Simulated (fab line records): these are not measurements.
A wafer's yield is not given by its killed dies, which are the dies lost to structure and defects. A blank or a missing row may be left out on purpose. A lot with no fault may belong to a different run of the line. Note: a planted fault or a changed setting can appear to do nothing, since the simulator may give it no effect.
Problem report, 8D (eight disciplines) form, completed by code ; flow nand_harc ; the parts of the form that need people (team, actions taken, sign-off) are left out

1. PROBLEM STATEMENT
mfc_precursor_sccm at NHARC_A_CONTACT_DEP_24 reads a mean of 128.5 sccm on 3 wafers of 2 lots; wafers without a fault read 161.5 sccm with a standard deviation of 0.46. Relative to the usual mean, that is a shift of -72 standard deviations.
The step: deposits SiO2, target thk 500 nm.
First seen on wafer L447.3, day 26 06:32, on pecvd-01. The record has a number at this step for 36 wafers belonging to 12 lots. Rule for "out" (also "out of limits"): further than 4 standard deviations from the usual mean. The rest of the wafers with a number are treated as sound.

2. WHAT THIS IS AND IS NOT
question;is;is not
which readings at this step;mfc_precursor_sccm;heater_power_w
which lots;L447, L449;L434, L435, L437, L440, L443, L445, L446, L448, L454, L457
which wafers of those lots;L447.3, L449.3, L449.6;L447.2, L447.4, L449.5
read on which tools;pecvd-01;pecvd-02
when;from day 26 06:32;"up to then (23 sound wafers); but 10 sound wafers of L448, L449, L454, L457 came after"

3. WHAT RULES OUT EACH SUSPECT
Counting: any tool at a process step up to the reading remains a suspect provided it ran every lot that is out. Sound lots after the first of them don't rule it out here, since some wafers of a struck lot are sound.
- ald_metal-04 at NHARC_A_WL_FILL_ALD_19 (deposits TiN, target thk 2 nm, pulse time 3 s, ald cycles 100): kept. It processed each lot that is out (first: L447, day 26 05:32); up to then, its last sound lot is L445 (day 25 19:34).
- pecvd-01 at NHARC_A_CONTACT_DEP_24 (deposits SiO2, target thk 500 nm): kept. It processed each lot that is out (first: L447, day 26 06:32); up to then, its last sound lot is L446 (day 25 23:56). Its own mfc_precursor_sccm readings are out on those wafers.
- pecvd-01, NHARC_A_CONTACT_DEP_24: wafers that are out in chamber 0, sound lot-mates in chambers 1, 2.
Remaining after the count are ald_metal-04 at NHARC_A_WL_FILL_ALD_19 and pecvd-01 at NHARC_A_CONTACT_DEP_24.

4. THE CAUSE (what the simulator had put in)
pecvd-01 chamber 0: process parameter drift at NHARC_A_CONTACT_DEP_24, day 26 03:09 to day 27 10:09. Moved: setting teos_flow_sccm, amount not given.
This tool is one of the 2 suspects left after counting.

5. THE CHAIN OF EFFECTS, in route order
One row per reading whose mean, taken over the struck wafers that have a number, lies over 3 standard deviations from the usual. Readings are gone through only where the record gives a usual standard deviation; hours: the median, over the lots, of the time from a lot's start at the first step in this table giving one to that lot's start at this step; sigmas: the change measured in usual standard deviations.
hours;step;reading;usual;on struck wafers;change;sigmas
0;NHARC_A_CONTACT_DEP_24;mfc_precursor_sccm;161.5 sccm;128.5;-33.0;-72
The process steps in it:
- NHARC_A_CONTACT_DEP_24: deposits SiO2, target thk 500 nm.
At these later measuring or inspecting steps, every struck wafer for which the step has a row has a number for every such reading, and none has moved that far: NHARC_END_SORT_01.

6. HOW IT WOULD HAVE BEEN CAUGHT EARLIER
First out-of-limits reading in this record: day 26 06:32, which is 3 hours after fault onset at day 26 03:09.
